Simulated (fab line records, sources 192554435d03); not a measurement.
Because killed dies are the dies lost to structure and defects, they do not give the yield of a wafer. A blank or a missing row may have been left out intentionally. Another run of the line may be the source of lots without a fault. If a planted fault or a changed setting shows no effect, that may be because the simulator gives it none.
Comparing a struck lot with a sound one / flow n5 finfet / 28 steps out of a route of 1938
Sound: the wafers L316.2, L316.4, L316.5. Wafers struck: L330.1, L330.2. At the end, the cause is stated.
Per side, at each step with rows, come the tool, then ch with its chambers, and then its first start. Under that, the readings that differ: sound wafers / struck wafers / difference of the means / sigmas: that difference in standard deviations of wafers without a fault.
alike: a reading whose means differ by less than 2 such deviations, as well as words and numbers matching on both sides. not compared: withheld readings; readings where some wafer has no value; bounds like >300 that might hide an equal value; numbers whose values overlap and for which the record gives no deviation.
A row with sigmas, a row that says differs or no value, or rows on one side alone: a step with any of these is where the two part. Non-overlapping numbers with no deviation appear without sigmas and do not part them. A reading missing from all wafers of one side parts the sides only when that side holds two or more wafers.

first, 1 step without rows for these wafers: N5_DUMMY_GATE_UV_OZONE_45 (time 120 s).
N5_DUMMY_GATE_INSPECT_27: inspects for defects (brightfield).
  sound: defect inspect-01 at day 3 23:23; struck: defect inspect-02 at day 7 08:32
  alike: raw defect count
then, 3 steps without rows for these wafers: N5_SPACER0_ALD_07 (deposits SiNx, target thk 2 nm); N5_SPACER0_ALD_00 (deposits SiOCN, target thk 3.5 nm, pulse time 3 s, purge time 2 s); N5_SPACER0_ALD_08 (deposits SiNx, target thk 2 nm).
N5_SPACER0_INSPECT_04: inspects for defects (darkfield).
  sound: defect inspect-02 at day 4 00:00; struck: defect inspect-01 at day 7 09:10
  alike: raw defect count
then, 6 steps without rows for these wafers: N5_SD_EPI_N_COAT_32 (time 60 s, resist thk 350 nm); N5_SD_EPI_N_COAT_33 (time 60 s, resist thk 35 nm); N5_SD_EPI_N_COAT_03 (resist thk 150 nm); N5_SD_EPI_N_EBR_05; N5_SD_EPI_N_SOFTBAKE_04 (time 60 s); N5_SD_EPI_N_EXPOSE_06 (exposes mask SD N BLK, target cd 120 nm).
N5_SD_EPI_N_PEB_07: peb time 60 s.
  sound on litho track-03 ch 0, day 4 00:12; struck on litho track-01 ch 0, day 7 09:30
reading=heater power total W (W); sound=172.9 177.5 173.3; struck=465.2 462.7; difference=+289.4; sigmas=+99 or more
then, 1 step without rows for these wafers: N5_SD_EPI_N_DEVELOP_08 (develop time 30 s).
N5_SD_EPI_N_CD_MEAS_09: the cd target is 120 nm.
  sound on cd sem-01 ch 0, day 4 00:16; struck on cd sem-02 ch 0, day 7 09:34
reading=cd nm (nm); sound=120.0 119.6 119.5; struck=30.1 29.0; difference=-90.2; sigmas=-99 or more
N5_SD_EPI_N_OVL_MEAS_10:
  sound on overlay-02 ch 0, day 4 00:19; struck on overlay-01 ch 0, day 7 09:36
  alike: SD_N_BLK_OVL
N5_SD_EPI_N_INSPECT_11: inspects for defects (macro).
  sound: defect inspect-01 at day 4 00:20; struck: defect inspect-01 at day 7 09:37
  alike: raw defect count
N5_SD_EPI_N_DESCUM_14: chemistry O2, time 7.9 s.
  sound on rie diel-05 ch 0,1,2, day 4 00:22; struck on rie diel-01 ch 1,3, day 7 09:40
reading=model.SD_EPI_N.cd nm (nm); sound=119.4 119.8 119.4; struck=30 28.8; difference=-90; sigmas=
  alike: drypump motor current A, oes product au, rf vpp V, showerhead plenum p Torr, temp c, throttle valve pct
  not compared: rf hours counter h
N5_SD_EPI_N_ETCH_34: etches SiARC in CF4, target depth 45.5 nm, time 75.8 s.
  sound on rie diel-05 ch 0,1,2, day 4 00:24; struck on rie diel-01 ch 1,3, day 7 09:41
  alike: bias w, drypump motor current A, etch rf on time s, oes product au, rf vpp V, showerhead plenum p Torr, throttle valve pct
  not compared: rf hours counter h
N5_SD_EPI_N_ETCH_35: etches SOC in N2/H2, overetch 108 nm, time 486 s.
  sound on rie diel-05 ch 0,1,2, day 4 00:28; struck on rie diel-01 ch 1,3, day 7 09:45
  alike: bias w, drypump motor current A, oes product au, rf vpp V, showerhead plenum p Torr, temp c, throttle valve pct
  not compared: rf hours counter h
then, 1 step without rows for these wafers: N5_SD_EPI_N_STRIP_36 (strips in N2/H2).
N5_SD_EPI_N_ETCHBACK_44: etches SiNx in CH3F/O2, stops on SiO2, target depth 14.5 nm.
  sound on rie diel-05 ch 0,1,2, day 4 00:47; struck on rie diel-01 ch 1,3, day 7 10:04
  alike: bias w, drypump motor current A, oes product au, rf vpp V, showerhead plenum p Torr, throttle valve pct
  not compared: rf hours counter h
N5_SD_EPI_N_ETCH_45: etches SiOCN in CH3F/O2, target depth 6 nm.
  sound on rie diel-05 ch 0,1,2, day 4 00:53; struck on rie diel-01 ch 1,3, day 7 10:10
  alike: bias w, drypump motor current A, oes product au, rf vpp V, showerhead plenum p Torr, throttle valve pct
  not compared: rf hours counter h
then, 2 steps without rows for these wafers: N5_SD_EPI_N_ETCH_16 (etches SiO2 in CHF3/O2, target depth 5 nm); N5_SD_EPI_N_STRIP_47 (strips in CHF3/O2).
N5_SD_EPI_N_SD_RECESS_17: chemistry HBr/Cl2/O2, target depth 41 nm, time 23.7 s, bt time 3 s.
  sound on rie si-06 ch 0,2,3, day 4 01:03; struck on rie si-01 ch 2,3, day 7 10:21
reading=model.SD_EPI_N.cd nm (nm); sound=119.4 119 118.6; struck=29.6 26.4; difference=-91.0; sigmas=
  alike: bias w, drypump motor current A, mfc cl2 sccm, oes product au, throttle valve pct
  not compared: rf hours counter h
N5_SD_EPI_N_STRIP_38: strips in N2/H2.
  sound on plasma asher-02 ch 0,1, day 4 01:09; struck on plasma asher-01 ch 0,1, day 7 10:26
reading=heater power w (W); sound=397 397 396; struck=343 285; difference=-83; sigmas=-2
  alike: drypump motor current A, oes product au, temp c
  not compared: rf hours counter h
N5_BEOL_M4_RC_MEAS_101:
  the record has rows for the sound wafers here (prober-02 ch 0, day 8 23:05) and none for the struck ones

WHERE THEY PART
First at N5_SD_EPI_N_PEB_07; last, within this record, at N5_BEOL_M4_RC_MEAS_101.

WHY: whatever the simulator had introduced
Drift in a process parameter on litho track-01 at N5_SD_EPI_N_PEB_07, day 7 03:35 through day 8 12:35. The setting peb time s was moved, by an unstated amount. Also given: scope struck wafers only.
